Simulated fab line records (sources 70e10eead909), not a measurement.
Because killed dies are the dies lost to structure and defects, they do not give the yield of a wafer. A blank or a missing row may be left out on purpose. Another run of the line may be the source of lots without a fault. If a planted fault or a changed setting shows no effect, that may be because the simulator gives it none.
Comparing a struck lot with a sound one ; flow nandHarc ; 15 out of 1159 route steps
Sound: wafers L992.4, L992.5, L992.6. Struck: wafer L995.5 (L995.2, L995.6, from the same lot, were not struck and are left out); the cause is given at the end.
Order at every step that has rows: each side's tool, ch and its chambers, its first start. Under that, the readings that differ: sound wafers ; struck wafers ; difference of the means ; sigmas: that difference in standard deviations of wafers without a fault.
alike: same words and numbers on both sides, and readings whose means sit less than 2 such deviations apart. not compared: any withheld reading, any reading some wafer has no value for, any bound like >300 that may hide the same value, and any number with overlapping values for which the record gives no deviation.
A row with sigmas, a row that says differs or no value, or rows on one side alone: a step with any of these is where the two part. Numbers that have no deviation but don't overlap get no sigmas and don't part them. A reading missing from all wafers of one side parts the sides only when that side holds two or more wafers.

first, 8 steps without rows for these wafers: NHARC_P_BONDPAD_HMDS_02 (time 30 s); NHARC_P_BONDPAD_COAT_36 (time 65 s); NHARC_P_BONDPAD_COAT_03 (resist thk 600 nm); NHARC_P_BONDPAD_SOFTBAKE_04 (time 70 s); NHARC_P_BONDPAD_EBR_05; NHARC_P_BONDPAD_EXPOSE_06 (exposes mask P BPAD); NHARC_P_BONDPAD_PEB_07 (peb time 80 s); NHARC_P_BONDPAD_DEVELOP_08 (time 50 s).
NHARC_P_BONDPAD_CD_MEAS_09 targets a cd of 500 nm.
  sound on cdSem-02 ch 0, day 6 19:31; struck on cdSem-03 ch 0, day 7 04:06
  alike: cdNm
NHARC_P_BONDPAD_OVL_MEAS_38:
  struck on overlay-01, day 7 04:11; sound on overlay-01, day 6 19:35
reading;sound;struck;difference;sigmas
overlayXNm (nm);-4 -4 -5;13;+17;+3
  alike: overlayYNm
then, 1 step without rows for these wafers: NHARC_P_BONDPAD_HARDBAKE_10 (time 65 s).
NHARC_P_BONDPAD_DESCUM_11: chemistry O2, time 3 s.
  sound on rieDiel-03 ch 2,3, day 6 19:43; struck on rieDiel-03 ch 1, day 7 04:20
  alike: drypumpMotorCurrentA, oesProductAu, rfVppV, showerheadPlenumPTorr, throttleValvePct
  not compared: rfHoursCounterH
NHARC_P_BONDPAD_ETCH_37: etches the open film in N2/H2, target depth 60 nm, overetch 18 nm, time 65.91 s.
  sound on rieDiel-03 ch 0,1,3, day 6 19:49; struck on rieDiel-03 ch 2, day 7 04:24
reading;sound;struck;difference;sigmas
oesProductAu (a.u.);1.002 0.963 1.000;0.861;-0.127;-11
  alike: drypumpMotorCurrentA, rfFwdPowerW, rfVppV, showerheadPlenumPTorr, throttleValvePct
  not compared: rfHoursCounterH
NHARC_P_BONDPAD_ETCH_12: etches the open film in CHF3/O2, target depth 200 nm, time 100 s.
  sound on rieDiel-03 ch 0,1,3; struck on rieDiel-03 ch 0
  alike: chf3FlowSccm, drypumpMotorCurrentA, oesProductAu, rfFwdPowerW, rfVppV, showerheadPlenumPTorr, throttleValvePct
  not compared: rfHoursCounterH
-- the record jumps here: 13 days lie between the struck wafers' starts before and after (it left off in module P_BONDPAD and takes up again in module END, whose first step shown is number 1159 of the route) --
NHARC_END_SORT_01:
  sound on prober-02 ch 0, day 19 22:46; struck on prober-01 ch 0, day 20 07:22
  alike: defectLimitedYield, killedAtArray, killedAtOther, killedAtPeriphery, killedDies, killedOpen, killedShort, sort_bin_2_pct, sort_bin_3_pct, sort_bin_4_pct, sortNPass, sortRimYieldPct, sortYieldPct

## WHERE THEY PART
At NHARC_P_BONDPAD_OVL_MEAS_38 first; at NHARC_P_BONDPAD_ETCH_37 last (within this record only). Later steps at which nothing parts them and some readings are alike: NHARC_P_BONDPAD_ETCH_12, NHARC_END_SORT_01.

WHY: what the simulator had put in
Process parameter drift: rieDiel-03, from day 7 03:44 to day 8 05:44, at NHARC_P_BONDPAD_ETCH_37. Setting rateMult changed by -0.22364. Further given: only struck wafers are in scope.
